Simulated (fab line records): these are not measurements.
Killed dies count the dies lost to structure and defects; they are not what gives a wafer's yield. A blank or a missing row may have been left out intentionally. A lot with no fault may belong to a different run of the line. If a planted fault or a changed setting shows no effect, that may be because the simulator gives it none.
fab line records	flow n5-finfet
record: lots: 24	wafers: 72	last-day: 18
route steps=1938 shown BEOL_M7@1283 BEOL_M8@1335
lots with no fault: from the same line, run without faults
start-h: hours from the record's first day to the start of the lot's first wafer shown	wait-h: how many hours have passed since the lot's step before this one	" as in the row above	L1.1+2: one row covering several wafers at once	- value missing, or start not given	* or withheld: withheld	< > ~ a bound
route shown NAME@n: NAME is a module with steps in the file, n the number in the route of the first one	usual: the fault-free wafers' mean and standard deviation	same: alike in all rows	chamber/n: place in a boat	sites: each site's reading	_std_site: standard deviation of those values	_edge_site: mean of outer sites minus mean of inner sites	radius-mm: for every site, how far away it sits from the centre of the wafer	mask NAME#n: copy n	behind: the tool/chamber that last shaped the wafer	hold: reason for holding the lot/hours on hold/outcome of the hold	device: whichever transistor did not switch (one of n, p or np)	end of line: the tests these same wafers got at the end of their route	step lacking rows: just its recipe	killed: dies that structure and defects cost at the first sort, which is not the same as the wafer's yield	map: a wafer's dies, marking killed ones x, the rest . and places with no die _
set.NAME: the setting that was run; set.NAME@STEP: the one run at that earlier step	model.NAME: the simulator's own value behind a step, which no gauge read
steps of the route over a sample of lots; a table a step, a row a wafer
services: when a tool's chamber went out of use (start-h, in hours from the record's first day, below 0 if earlier), for how many hours, and the reason
== steps ==
step: N5_BEOL_M7_STRIP_67
recipe: chemistry: CF4	resist: SiARC	power-w: 300	bias-power-w: 75	pressure-mtorr: 50	cf4-flow-sccm: 150	rf-frequency-hz: 6e+07
usual: drypump-motor-current-A: 5.5/0.36	oes-product-au: 0.78/0.084	rf-vpp-V: 271.3/1.4	showerhead-plenum-p-Torr: 1.81/0.042	throttle-valve-pct: 13.64/0.27
lot.wafer	tool	chamber	start-h	wait-h	drypump-motor-current-A	oes-product-au	rf-hours-counter-h	rf-vpp-V	showerhead-plenum-p-Torr	throttle-valve-pct
L074.2	rie-diel-03	3	196.98	0.0	5.6	0.75	164	272.3	1.86	13.96
L074.3	"	1	"	"	5.1	0.76	156	270.9	1.81	13.68
L074.5	"	1	"	"	5.1	0.76	-	272.8	1.81	13.68
L075.1	rie-diel-05	0	201.74	0.0	5.8	0.72	196	272.7	1.86	13.82
L075.5	"	2	"	"	5.2	0.73	-	269.3	1.78	13.51
L075.6	"	3	"	"	5.8	0.75	-	271.2	1.79	13.71
L076.1	rie-diel-05	3	204.10	0.0	5.8	0.75	170	271.3	1.78	13.72
L076.3	"	0	"	"	5.8	0.73	197	272.1	1.85	13.81
L076.5	"	3	"	"	5.8	0.75	-	270.8	1.78	13.73
L077.2	rie-diel-03	1	208.17	0.0	5.1	0.75	161	271.1	1.81	13.69
L077.5	"	0	"	"	5.5	0.85	-	271.4	1.75	13.51
L077.6	"	1	"	"	5.1	0.75	-	269.8	1.80	13.71
L078.3	rie-diel-03	3	217.62	0.0	5.6	0.74	171	271.9	1.86	13.97
L078.5	"	2	"	"	5.1	0.96	-	273.3	1.84	13.14
L078.6	"	1	"	"	5.1	0.75	-	271.4	1.80	13.70
L079.2	rie-diel-05	3	229.18	0.0	5.8	0.75	176	270.6	1.78	13.73
L079.5	"	1	"	"	5.6	0.71	-	271.0	1.78	13.76
L079.6	"	2	"	"	5.3	0.72	-	271.4	1.77	13.51
L081.1	rie-diel-03	2	242.88	0.0	5.1	0.93	11	271.9	1.84	13.16
L081.4	"	3	"	"	5.6	0.74	-	272.2	1.86	13.96
L081.6	"	0	"	"	5.5	0.83	-	268.9	1.75	13.52
L080.2	rie-diel-03	0	243.51	0.0	5.4	0.84	75	269.1	1.75	13.52
L080.3	"	1	"	"	5.1	0.74	169	271.7	1.80	13.72
L080.6	"	1	"	"	5.1	0.74	-	272.3	1.80	13.71
L082.1	rie-diel-03	1	248.82	0.0	5.1	0.74	171	270.6	1.80	13.72
L082.2	"	0	"	"	5.5	0.83	77	270.9	1.75	13.52
L082.5	"	0	"	"	5.4	0.83	-	271.0	1.75	13.51
L083.2	rie-diel-03	2	252.74	0.0	5.1	0.92	14	269.8	1.84	13.18
L083.5	"	0	"	"	5.4	0.84	-	271.0	1.75	13.54
L083.6	"	1	"	"	5.1	0.74	-	271.3	1.80	13.70
L084.1	rie-diel-03	0	261.68	0.0	5.5	0.84	81	272.4	1.75	13.52
L084.5	"	2	"	"	5.1	0.92	-	270.7	1.84	13.18
L084.6	"	1	"	"	5.1	0.75	-	272.0	1.80	13.73
L085.2	rie-diel-03	0	267.12	0.0	5.4	0.83	83	270.5	1.75	13.54
L085.3	"	1	"	"	5.1	0.74	176	271.5	1.80	13.72
L085.5	"	2	"	"	5.1	0.92	-	271.0	1.84	13.18
L086.1	rie-diel-03	3	273.13	0.0	5.6	0.73	186	272.8	1.85	13.99
L086.5	"	1	"	"	5.1	0.74	-	270.0	1.80	13.73
L086.6	"	2	"	"	5.1	0.92	-	272.3	1.84	13.19
L087.2	rie-diel-03	0	282.49	0.0	5.5	0.83	87	269.6	1.75	13.54
L087.3	"	2	"	"	5.0	0.91	22	272.0	1.83	13.19
L087.5	"	2	"	"	5.1	0.92	-	272.6	1.84	13.19
L089.1	rie-diel-05	3	295.32	0.0	5.8	0.73	198	270.1	1.78	13.76
L089.2	"	2	"	"	5.3	0.70	212	271.2	1.77	13.58
L089.5	"	0	"	"	5.8	0.70	-	270.1	1.85	13.89
L091.1	rie-diel-05	0	296.77	0.0	5.8	0.70	225	271.8	1.85	13.90
L091.2	"	1	"	"	5.5	0.70	218	270.2	1.77	13.78
L091.5	"	0	"	"	5.8	0.70	-	272.4	1.85	13.87
L090.1	rie-diel-04	0	299.12	0.0	6.2	0.71	225	271.3	1.78	13.74
L090.3	"	1	"	"	5.5	0.76	149	269.9	1.80	13.95
L090.4	"	2	"	"	6.5	0.94	-	274.2	1.91	13.10
L088.1	rie-diel-03	3	305.23	0.0	5.6	0.72	196	274.4	1.85	13.99
L088.3	"	0	"	"	5.5	0.82	93	270.1	1.74	13.55
L088.5	"	2	"	"	5.1	0.89	-	271.2	1.83	13.22
L092.1	rie-diel-03	0	311.40	0.0	5.5	0.81	95	269.8	1.74	13.55
L092.2	"	2	"	"	5.1	0.89	30	273.1	1.83	13.20
L092.3	"	1	"	"	5.1	0.73	189	270.8	1.80	13.75
L095.2	rie-diel-04	0	317.47	0.0	6.2	0.70	234	270.8	1.78	13.77
L095.3	"	3	"	"	5.0	0.93	12	272.9	1.76	13.31
L095.4	"	1	"	"	5.5	0.76	157	270.8	1.80	13.97
L094.2	rie-diel-04	2	326.77	0.0	6.5	0.91	20	274.6	1.90	13.13
L094.4	"	2	"	"	6.5	0.92	-	274.4	1.90	13.11
L094.5	"	3	"	"	5.0	0.93	-	270.9	1.76	13.33
L093.1	rie-diel-05	1	342.53	0.0	5.6	0.70	231	270.0	1.77	13.81
L093.4	"	3	"	"	5.8	0.71	212	269.6	1.77	13.81
L093.5	"	2	"	"	5.2	0.69	-	268.9	1.76	13.63
L096.2	rie-diel-05	0	347.17	0.0	5.8	0.69	239	271.7	1.84	13.90
L096.3	"	3	"	"	5.8	0.72	213	269.9	1.77	13.81
L096.6	"	0	"	"	5.8	0.69	-	272.5	1.84	13.92
L097.1	rie-diel-05	2	367.13	0.0	5.3	0.69	234	270.3	1.76	13.62
L097.5	"	3	"	"	5.8	0.72	-	271.4	1.77	13.82
L097.6	"	2	"	"	5.3	0.69	-	271.6	1.76	13.63
step: N5_BEOL_M7_CD_MEAS_28
recipe: target-cd-nm: 40	landing-energy-ev: 500	detector: se-inlens
usual: cd-nm: 40.06/0.24
lot.wafer	tool	chamber	start-h	wait-h	cd-nm
L074.2	cd-sem-01	0	199.20	-	39.84
L074.3	"	0	"	"	40.34
L074.5	"	0	"	"	40.07
L075.1	cd-sem-03	0	202.32	-	40.22
L075.5	"	0	"	"	39.94
L075.6	"	0	"	"	40.00
L076.1	cd-sem-01	0	206.04	-	40.15
L076.3	"	0	"	"	40.07
L076.5	"	0	"	"	40.04
L077.2	cd-sem-03	0	208.88	-	40.18
L077.5	"	0	"	"	40.11
L077.6	"	0	"	"	40.18
L078.3	cd-sem-01	0	219.50	-	39.80
L078.5	"	0	"	"	39.80
L078.6	"	0	"	"	40.07
L079.2	cd-sem-03	0	231.27	-	40.20
L079.5	"	0	"	"	39.84
L079.6	"	0	"	"	39.95
L081.1	cd-sem-03	0	246.43	-	39.70
L081.4	"	0	"	"	39.70
L081.6	"	0	"	"	39.65
L080.2	cd-sem-03	0	246.62	-	40.17
L080.3	"	0	"	"	40.25
L080.6	"	0	"	"	40.27
L082.1	cd-sem-01	0	250.53	-	40.15
L082.2	"	0	"	"	39.48
L082.5	"	0	"	"	39.81
L083.2	cd-sem-01	0	254.12	-	40.29
L083.5	"	0	"	"	40.31
L083.6	"	0	"	"	40.52
L084.1	cd-sem-02	0	265.85	-	40.23
L084.5	"	0	"	"	39.70
L084.6	"	0	"	"	39.94
L085.2	cd-sem-03	0	267.71	-	39.46
L085.3	"	0	"	"	39.98
L085.5	"	0	"	"	40.09
L086.1	cd-sem-03	0	275.33	-	40.26
L086.5	"	0	"	"	40.08
L086.6	"	0	"	"	40.53
L087.2	cd-sem-02	0	284.96	-	40.16
L087.3	"	0	"	"	40.21
L087.5	"	0	"	"	40.22
L089.1	cd-sem-03	0	296.09	-	39.91
L089.2	"	0	"	"	40.61
L089.5	"	0	"	"	40.28
L091.1	cd-sem-02	0	297.42	-	40.18
L091.2	"	0	"	"	40.10
L091.5	"	0	"	"	40.11
L090.1	cd-sem-01	0	300.04	-	39.98
L090.3	"	0	"	"	40.40
L090.4	"	0	"	"	40.27
L088.1	cd-sem-01	0	306.18	-	40.20
L088.3	"	0	"	"	40.15
L088.5	"	0	"	"	39.91
L092.1	cd-sem-01	0	312.33	-	40.15
L092.2	"	0	"	"	40.09
L092.3	"	0	"	"	40.05
L095.2	cd-sem-01	0	318.13	-	40.56
L095.3	"	0	"	"	40.01
L095.4	"	0	"	"	40.18
L094.2	cd-sem-03	0	328.71	-	39.79
L094.4	"	0	"	"	39.79
L094.5	"	0	"	"	39.57
L093.1	cd-sem-01	0	345.20	-	40.20
L093.4	"	0	"	"	39.44
L093.5	"	0	"	"	40.11
L096.2	cd-sem-01	0	348.91	-	40.32
L096.3	"	0	"	"	40.07
L096.6	"	0	"	"	40.12
L097.1	cd-sem-02	0	368.89	-	40.55
L097.5	"	0	"	"	39.67
L097.6	"	0	"	"	40.45
step: N5_BEOL_M7_STRIP_36
recipe: chemistry: N2/H2	power-w: 450	temp-c: 40	pressure-mtorr: 20	rf-frequency-hz: 6e+07	overash-fraction: 0.3	bias-power-w: 7	h2-frac: 0.5	n2-flow-sccm: 200	h2-flow-sccm: 200
usual: drypump-motor-current-A: 5.6/0.47	oes-product-au: 0.77/0.087	rf-vpp-V: 59.1/1.6	showerhead-plenum-p-Torr: 2.53/0.068	throttle-valve-pct: 23.73/0.25
lot.wafer	tool	chamber	start-h	wait-h	drypump-motor-current-A	oes-product-au	rf-hours-counter-h	rf-vpp-V	showerhead-plenum-p-Torr	throttle-valve-pct
L074.2	rie-diel-04	2	200.48	0.0	6.5	0.68	239	58.9	2.40	24.01
L074.3	"	0	"	"	6.2	0.73	192	60.6	2.53	23.98
L074.5	"	2	"	"	6.5	0.69	-	56.1	2.40	24.05
L075.1	rie-diel-03	1	202.88	0.0	5.1	0.77	160	59.6	2.52	23.67
L075.5	"	3	"	"	5.6	0.76	-	59.3	2.63	23.69
L075.6	"	1	"	"	5.1	0.77	-	57.5	2.52	23.66
L076.1	rie-diel-03	2	206.40	0.0	5.1	1.02	1	60.3	2.59	23.22
L076.3	"	3	"	"	5.6	0.76	168	60.7	2.63	23.68
L076.5	"	0	"	"	5.4	0.85	-	59.3	2.47	23.81
L077.2	rie-diel-05	3	209.54	0.0	5.8	0.73	170	58.5	2.54	24.07
L077.5	"	2	"	"	5.3	0.72	-	61.0	2.52	23.45
L077.6	"	3	"	"	5.8	0.73	-	57.6	2.54	24.05
L078.3	rie-diel-04	2	220.28	0.0	6.5	0.69	244	57.3	2.40	24.04
L078.5	"	3	"	"	5.0	0.67	-	57.1	2.47	23.52
L078.6	"	0	"	"	6.2	0.73	-	60.2	2.53	23.97
L079.2	rie-diel-04	2	231.62	0.0	6.6	0.68	247	56.1	2.40	24.04
L079.5	"	2	"	"	6.5	0.69	-	58.9	2.40	24.04
L079.6	"	0	"	"	6.2	0.71	-	56.8	2.53	23.97
L081.1	rie-diel-04	0	246.79	0.0	6.2	0.69	206	58.7	2.52	23.99
L081.4	"	2	"	"	6.5	0.68	-	60.2	2.40	24.03
L081.6	"	0	"	"	6.2	0.71	-	61.5	2.52	23.98
L080.2	rie-diel-03	1	247.22	0.0	5.1	0.75	171	57.7	2.51	23.69
L080.3	"	0	"	"	5.5	0.84	77	59.2	2.47	23.84
L080.6	"	3	"	"	5.6	0.75	-	58.7	2.63	23.69
L082.1	rie-diel-05	1	250.89	0.0	5.5	0.70	209	58.1	2.53	23.78
L082.2	"	0	"	"	5.8	0.71	208	57.7	2.61	23.56
L082.5	"	2	"	"	5.3	0.71	-	56.5	2.51	23.48
L083.2	rie-diel-05	1	254.47	0.0	5.6	0.70	210	59.7	2.53	23.81
L083.5	"	0	"	"	5.8	0.71	-	58.8	2.61	23.58
L083.6	"	1	"	"	5.5	0.70	-	57.6	2.53	23.80
L084.1	rie-diel-04	0	266.20	0.0	6.2	0.71	213	59.4	2.52	23.97
L084.5	"	3	"	"	5.0	0.98	-	60.6	2.47	23.23
L084.6	"	0	"	"	6.1	0.71	-	58.2	2.52	23.99
L085.2	rie-diel-04	1	268.06	0.0	5.5	0.76	138	58.7	2.53	23.94
L085.3	"	3	"	"	5.0	0.97	5	57.8	2.47	23.27
L085.5	"	3	"	"	5.0	0.98	-	56.7	2.47	23.25
L086.1	rie-diel-03	0	276.10	0.0	5.5	0.82	85	57.0	2.46	23.82
L086.5	"	3	"	"	5.6	0.74	-	59.6	2.62	23.73
L086.6	"	0	"	"	5.5	0.83	-	61.5	2.46	23.85
L087.2	rie-diel-03	0	285.35	0.0	5.4	0.82	87	62.1	2.46	23.82
L087.3	"	1	"	"	5.1	0.74	181	58.8	2.51	23.66
L087.5	"	3	"	"	5.6	0.75	-	56.4	2.62	23.75
L089.1	rie-diel-04	0	296.51	0.0	6.2	0.71	225	55.1	2.52	24.02
L089.2	"	2	"	"	6.5	0.95	8	59.8	2.72	23.60
L089.5	"	2	"	"	6.5	0.95	-	59.8	2.71	23.60
L091.1	rie-diel-05	3	297.79	0.0	5.8	0.72	198	59.2	2.53	24.08
L091.2	"	2	"	"	5.3	0.70	213	59.1	2.50	23.48
L091.5	"	1	"	"	5.6	0.69	-	57.1	2.53	23.83
L090.1	rie-diel-03	2	300.39	0.0	5.1	0.91	27	58.6	2.58	23.23
L090.3	"	1	"	"	5.1	0.75	185	59.3	2.51	23.67
L090.4	"	0	"	"	5.5	0.82	92	58.3	2.46	23.87
L088.1	rie-diel-03	1	306.70	0.0	5.1	0.74	188	59.0	2.50	23.69
L088.3	"	3	"	"	5.6	0.73	196	58.1	2.62	23.70
L088.5	"	1	"	"	5.1	0.74	-	61.0	2.51	23.69
L092.1	rie-diel-04	0	312.69	0.0	6.2	0.70	232	60.1	2.52	24.04
L092.2	"	2	"	"	6.6	0.93	16	57.8	2.71	23.62
L092.3	"	3	"	"	5.0	0.94	11	60.1	2.47	23.26
L095.2	rie-diel-05	2	318.48	0.0	5.3	0.70	220	61.6	2.50	23.53
L095.3	"	3	"	"	5.8	0.71	205	56.7	2.52	24.12
L095.4	"	1	"	"	5.6	0.68	224	59.1	2.52	23.81
L094.2	rie-diel-03	1	329.07	0.0	5.1	0.72	196	60.7	2.50	23.69
L094.4	"	0	"	"	5.4	0.80	-	57.2	2.46	23.85
L094.5	"	1	"	"	5.1	0.73	-	58.4	2.50	23.72
L093.1	rie-diel-04	3	345.63	0.0	5.0	0.91	21	60.1	2.46	23.25
L093.4	"	1	"	"	5.6	0.74	163	60.2	2.52	23.97
L093.5	"	0	"	"	6.2	0.69	-	58.9	2.51	24.02
L096.2	rie-diel-04	3	349.26	0.0	5.0	0.92	23	60.6	2.46	23.24
L096.3	"	0	"	"	6.2	0.69	241	57.1	2.51	24.01
L096.6	"	3	"	"	5.0	0.92	-	54.6	2.46	23.27
L097.1	rie-diel-04	3	369.24	0.0	5.0	0.91	29	59.8	2.46	23.27
L097.5	"	1	"	"	5.5	0.74	-	59.3	2.52	24.00
L097.6	"	0	"	"	6.2	0.69	-	58.9	2.51	24.01
step: N5_BEOL_M7_CURE_75
recipe: temp-c: 370	time-s: 120	ambient: DMADMS/He	material: SiCOH_lowk
usual: lamp-power-pct: 52.31/0.053	wafer_temp_C_max: 371.7/0.68
same: time-s: 120
lot.wafer	tool	chamber	start-h	wait-h	lamp-power-pct	wafer_temp_C_max
L074.2	uv-cure-03	2	200.92	0.1	52.27	371.5
L074.3	"	2	"	"	52.35	371.2
L074.5	"	2	"	"	52.26	371.1
L075.1	uv-cure-01	0	203.27	0.0	52.38	373.5
L075.5	"	0	"	"	52.28	371.4
L075.6	"	0	"	"	52.21	372.9
L076.1	uv-cure-03	0	206.79	0.0	52.41	372.1
L076.3	"	0	"	"	52.37	372.1
L076.5	"	0	"	"	52.29	371.5
L077.2	uv-cure-02	0	209.98	0.1	52.35	372.4
L077.5	"	0	"	"	52.27	373.0
L077.6	"	0	"	"	52.31	372.2
L078.3	uv-cure-01	1	220.87	0.1	52.31	370.9
L078.5	"	1	"	"	52.26	371.5
L078.6	"	1	"	"	52.35	371.3
L079.2	uv-cure-01	0	232.06	0.1	52.33	372.7
L079.5	"	0	"	"	52.31	372.3
L079.6	"	0	"	"	52.25	372.7
L081.1	uv-cure-01	2	247.19	0.0	52.33	371.5
L081.4	"	2	"	"	52.26	371.5
L081.6	"	2	"	"	52.22	371.4
L080.2	uv-cure-02	1	247.96	0.4	52.34	373.2
L080.3	"	1	"	"	52.33	373.2
L080.6	"	1	"	"	52.33	372.4
L082.1	uv-cure-03	2	251.52	0.3	52.30	371.2
L082.2	"	2	"	"	52.29	370.7
L082.5	"	2	"	"	52.28	371.2
L083.2	uv-cure-03	1	255.62	0.8	52.23	370.7
L083.5	"	1	"	"	52.28	371.0
L083.6	"	1	"	"	52.35	371.2
L084.1	uv-cure-03	2	266.60	0.0	52.38	371.2
L084.5	"	2	"	"	52.38	371.2
L084.6	"	2	"	"	52.31	371.8
L085.2	uv-cure-03	2	268.55	0.1	52.31	371.2
L085.3	"	2	"	"	52.30	370.9
L085.5	"	2	"	"	52.30	371.2
L086.1	uv-cure-01	2	276.63	0.1	52.27	370.9
L086.5	"	2	"	"	52.27	371.3
L086.6	"	2	"	"	52.25	371.0
L087.2	uv-cure-01	2	285.79	0.1	52.45	371.1
L087.3	"	2	"	"	52.30	371.9
L087.5	"	2	"	"	52.34	371.7
L089.1	uv-cure-01	2	297.01	0.1	52.28	372.0
L089.2	"	2	"	"	52.39	371.2
L089.5	"	2	"	"	52.26	371.1
L091.1	uv-cure-02	2	298.19	0.0	52.31	372.3
L091.2	"	2	"	"	52.28	371.9
L091.5	"	2	"	"	52.22	372.3
L090.1	uv-cure-03	2	300.79	0.0	52.34	371.7
L090.3	"	2	"	"	52.27	370.8
L090.4	"	2	"	"	52.26	371.3
L088.1	uv-cure-02	0	307.10	0.0	52.27	371.9
L088.3	"	0	"	"	52.28	372.8
L088.5	"	0	"	"	52.27	372.2
L092.1	uv-cure-02	1	313.08	0.0	52.36	373.2
L092.2	"	1	"	"	52.39	372.4
L092.3	"	1	"	"	52.33	371.3
L095.2	uv-cure-03	0	318.92	0.1	52.29	371.7
L095.3	"	0	"	"	52.27	371.8
L095.4	"	0	"	"	52.34	371.7
L094.2	uv-cure-03	2	329.51	0.1	52.21	371.4
L094.4	"	2	"	"	52.29	371.3
L094.5	"	2	"	"	52.28	371.2
L093.1	uv-cure-02	0	346.03	0.0	52.36	371.7
L093.4	"	0	"	"	52.31	373.0
L093.5	"	0	"	"	52.37	372.2
L096.2	uv-cure-01	1	349.70	0.1	52.36	371.4
L096.3	"	1	"	"	52.32	371.2
L096.6	"	1	"	"	52.39	371.8
L097.1	uv-cure-03	0	369.63	0.0	52.30	372.4
L097.5	"	0	"	"	52.38	371.6
L097.6	"	0	"	"	52.26	371.7
step: N5_BEOL_M8_PECVD_70
recipe: material: SiO2	target-thk-a: 200	temp-c: 400	precursor: TEOS/O2	pressure-torr: 5.5	rf-w: 450	teos-flow-sccm: 53.8	gas: O2	flow-sccm: 3000	time-s: 22.7
usual: chamber-pressure-Torr: 5.499/0.013	heater-power-w: 728/65	showerhead-plenum-p-Torr: 8.80/0.06	showerhead-vpp-V: 1332/45	throttle-valve-pct: 22.1/2.1
same: time-s: 22.7
lot.wafer	tool	chamber	start-h	wait-h	chamber-pressure-Torr	heater-power-w	showerhead-plenum-p-Torr	showerhead-vpp-V	throttle-valve-pct
L074.2	pecvd-01	1	204.89	0.0	5.491	804	8.72	1279	21.0
L074.3	"	1	"	"	5.494	805	8.71	1275	20.9
L074.5	"	0	"	"	5.506	765	8.88	1285	23.5
L075.1	pecvd-03	2	207.04	0.0	5.495	759	8.76	1314	21.4
L075.5	"	0	"	"	5.497	729	8.82	1337	21.8
L075.6	"	2	"	"	5.482	760	8.75	1336	21.8
L076.1	pecvd-04	2	210.34	0.0	5.511	735	8.70	1247	20.7
L076.3	"	0	"	"	5.506	733	8.76	1359	27.5
L076.5	"	0	"	"	5.495	748	8.77	1359	27.5
L077.2	pecvd-03	2	214.36	0.0	5.501	810	8.77	1312	21.9
L077.5	"	0	"	"	5.507	743	8.82	1329	22.1
L077.6	"	1	"	"	5.500	583	8.88	1363	23.6
L078.3	pecvd-03	2	225.70	0.0	5.500	706	8.76	1344	21.7
L078.5	"	1	"	"	5.497	620	8.90	1354	24.0
L078.6	"	2	"	"	5.509	739	8.78	1304	21.6
L079.2	pecvd-03	0	235.36	0.0	5.508	734	8.84	1332	21.4
L079.5	"	0	"	"	5.496	746	8.81	1330	21.6
L079.6	"	2	"	"	5.488	858	8.77	1310	21.8
L081.1	pecvd-01	0	251.16	0.0	5.496	712	8.91	1296	23.5
L081.4	"	2	"	"	5.495	706	8.81	1375	19.3
L081.6	"	1	"	"	5.497	675	8.75	1277	21.1
L080.2	pecvd-04	0	251.58	0.0	5.490	747	8.79	1366	27.9
L080.3	"	2	"	"	5.480	836	8.67	1242	20.8
L080.6	"	1	"	"	5.491	648	8.81	1379	22.9
L082.1	pecvd-03	0	256.30	0.0	5.498	726	8.81	1335	21.8
L082.2	"	2	"	"	5.476	722	8.79	1309	21.8
L082.5	"	2	"	"	5.487	726	8.77	1296	21.5
L083.2	pecvd-03	1	258.91	0.0	5.493	663	8.89	1363	24.1
L083.5	"	1	"	"	5.496	682	8.92	1322	23.7
L083.6	"	0	"	"	5.487	663	8.85	1339	22.0
L084.1	pecvd-03	2	271.04	0.0	5.490	831	8.75	1302	21.6
L084.5	"	2	"	"	5.497	849	8.78	1321	21.5
L084.6	"	1	"	"	5.511	614	8.88	1359	24.1
L085.2	pecvd-01	2	272.35	0.0	5.495	693	8.79	1396	19.4
L085.3	"	2	"	"	5.510	705	8.81	1401	19.2
L085.5	"	2	"	"	5.507	703	8.79	1379	19.2
L086.1	pecvd-01	2	280.21	0.0	5.496	703	8.80	1392	19.0
L086.5	"	2	"	"	5.489	694	8.78	1388	19.1
L086.6	"	1	"	"	5.480	757	8.75	1286	21.2
L087.2	pecvd-01	2	288.64	0.0	5.483	740	8.81	1398	19.2
L087.3	"	1	"	"	5.492	799	8.73	1290	21.2
L087.5	"	2	"	"	5.484	742	8.80	1407	19.6
L089.1	pecvd-04	2	300.40	0.0	5.491	798	8.70	1252	20.9
L089.2	"	0	"	"	5.506	758	8.75	1346	27.9
L089.5	"	2	"	"	5.489	826	8.69	1235	20.4
L091.1	pecvd-04	0	302.49	0.0	5.500	698	8.79	1339	27.9
L091.2	"	2	"	"	5.491	825	8.68	1224	20.7
L091.5	"	0	"	"	5.492	710	8.78	1346	27.9
L090.1	pecvd-03	0	303.61	0.0	5.486	753	8.82	1356	21.5
L090.3	"	2	"	"	5.502	761	8.74	1307	21.7
L090.4	"	1	"	"	5.518	597	8.86	1369	23.8
L088.1	pecvd-03	0	311.41	0.0	5.507	710	8.82	1345	22.0
L088.3	"	2	"	"	5.487	699	8.77	1319	21.9
L088.5	"	1	"	"	5.502	703	8.91	1349	23.7
L092.1	pecvd-03	1	316.55	0.0	5.495	576	8.89	1350	23.8
L092.2	"	2	"	"	5.503	716	8.77	1309	21.9
L092.3	"	0	"	"	5.507	686	8.83	1334	21.9
L095.2	pecvd-01	2	321.79	0.0	5.497	708	8.81	1383	19.0
L095.3	"	2	"	"	5.482	692	8.82	1378	19.5
L095.4	"	1	"	"	5.508	775	8.77	1285	21.2
L094.2	pecvd-01	1	333.34	0.0	5.509	804	8.74	1310	21.2
L094.4	"	2	"	"	5.502	731	8.81	1389	19.4
L094.5	"	2	"	"	5.527	732	8.80	1382	19.4
L093.1	pecvd-04	1	349.03	0.0	5.520	614	8.78	1396	22.7
L093.4	"	0	"	"	5.507	704	8.79	1367	27.9
L093.5	"	2	"	"	5.491	826	8.69	1248	20.8
L096.2	pecvd-01	0	353.77	0.0	5.480	802	8.88	1282	24.2
L096.3	"	1	"	"	5.517	793	8.74	1307	21.2
L096.6	"	2	"	"	5.510	723	8.83	1383	19.3
L097.1	pecvd-01	1	372.64	0.0	5.505	698	8.78	1293	21.0
L097.5	"	0	"	"	5.490	833	8.91	1290	24.4
L097.6	"	2	"	"	5.513	702	8.82	1376	19.3
step: N5_BEOL_M8_OVL_MEAS_12
recipe: points-per-wafer: 44
usual: M8_OVL: -0.2/0.75
lot.wafer	tool	chamber	start-h	wait-h	M8_OVL[nm]
L074.2	overlay-01	0	207.43	0.0	-1.2
L074.3	"	0	"	"	-0.6
L074.5	"	0	"	"	-0.7
L075.1	overlay-01	0	208.52	0.0	0.1
L075.5	"	0	"	"	0.9
L075.6	"	0	"	"	0.2
L076.1	overlay-02	0	211.02	0.0	-0.4
L076.3	"	0	"	"	-0.5
L076.5	"	0	"	"	-0.3
L077.2	overlay-01	0	214.95	0.0	1.2
L077.5	"	0	"	"	1.4
L077.6	"	0	"	"	0.8
L078.3	overlay-02	0	229.20	0.0	0.7
L078.5	"	0	"	"	0.1
L078.6	"	0	"	"	-0.4
L079.2	overlay-02	0	239.12	0.0	-1.4
L079.5	"	0	"	"	-0.6
L079.6	"	0	"	"	-0.5
L081.1	overlay-01	0	252.17	0.0	0.8
L081.4	"	0	"	"	-1.5
L081.6	"	0	"	"	-2.2
L080.2	overlay-02	0	252.40	0.0	0.3
L080.3	"	0	"	"	-0.2
L080.6	"	0	"	"	-0.6
L082.1	overlay-01	0	257.82	0.0	-0.1
L082.2	"	0	"	"	0.6
L082.5	"	0	"	"	1.4
L083.2	overlay-01	0	261.18	0.0	-0.8
L083.5	"	0	"	"	-0.6
L083.6	"	0	"	"	-1.7
L084.1	overlay-02	0	272.84	0.0	-0.8
L084.5	"	0	"	"	-0.4
L084.6	"	0	"	"	1.1
L085.2	overlay-02	0	273.34	0.0	0.8
L085.3	"	0	"	"	0.5
L085.5	"	0	"	"	-1.1
L086.1	overlay-01	0	282.00	0.0	0.7
L086.5	"	0	"	"	0.6
L086.6	"	0	"	"	-0.2
L087.2	overlay-01	0	290.91	0.0	-0.7
L087.3	"	0	"	"	0.2
L087.5	"	0	"	"	0.5
L089.1	overlay-02	0	301.63	0.0	0.9
L089.2	"	0	"	"	-0.2
L089.5	"	0	"	"	-0.3
L091.1	overlay-01	0	304.76	0.0	0.3
L091.2	"	0	"	"	0.3
L091.5	"	0	"	"	-0.2
L090.1	overlay-02	0	304.96	0.0	-0.6
L090.3	"	0	"	"	0.7
L090.4	"	0	"	"	-0.3
L088.1	overlay-01	0	312.69	0.0	0.5
L088.3	"	0	"	"	-0.3
L088.5	"	0	"	"	-0.4
L092.1	overlay-01	0	318.09	0.0	-0.2
L092.2	"	0	"	"	-1.2
L092.3	"	0	"	"	-0.8
L095.2	overlay-01	0	322.59	0.0	0.1
L095.3	"	0	"	"	-0.6
L095.4	"	0	"	"	-0.5
L094.2	overlay-01	0	336.13	0.0	-0.4
L094.4	"	0	"	"	-0.7
L094.5	"	0	"	"	-1.4
L093.1	overlay-01	0	350.24	0.0	-0.9
L093.4	"	0	"	"	-1.5
L093.5	"	0	"	"	0.1
L096.2	overlay-01	0	354.94	0.0	-0.2
L096.3	"	0	"	"	0.2
L096.6	"	0	"	"	0.5
L097.1	overlay-01	0	374.72	0.0	-1.4
L097.5	"	0	"	"	-1.0
L097.6	"	0	"	"	0.0
== services ==
tool	chamber	start-h	hours	kind
uv-cure-02	-	181.18	1.8	repair
uv-cure-01	-	182.23	10.5	repair
pecvd-04	0	185.10	15.7	repair
rie-diel-03	2	186.93	-	clean
rie-diel-03	2	186.93	-	consumable-replace:focus-ring
uv-cure-03	-	187.80	2.1	repair
rie-diel-03	1	194.09	2.4	repair
pecvd-03	-	200.41	0.4	repair
pecvd-03	0	214.70	6.0	repair
uv-cure-03	-	220.92	7.5	pm
pecvd-04	-	229.60	7.4	repair
rie-diel-03	1	238.76	4.5	repair
uv-cure-01	-	267.92	2.1	pm
pecvd-01	0	272.18	70.1	repair
rie-diel-04	3	285.00	27.2	repair
uv-cure-01	-	307.00	3.4	pm
pecvd-03	-	309.27	0.5	repair
uv-cure-03	-	311.58	2.1	pm
pecvd-04	-	319.34	11.9	repair
rie-diel-04	0	322.48	6.7	repair
rie-diel-04	-	351.21	1.5	repair
uv-cure-01	-	354.79	7.5	pm
pecvd-03	-	358.62	2.8	repair
rie-diel-05	1	366.16	8.4	repair
== key ==
fault none
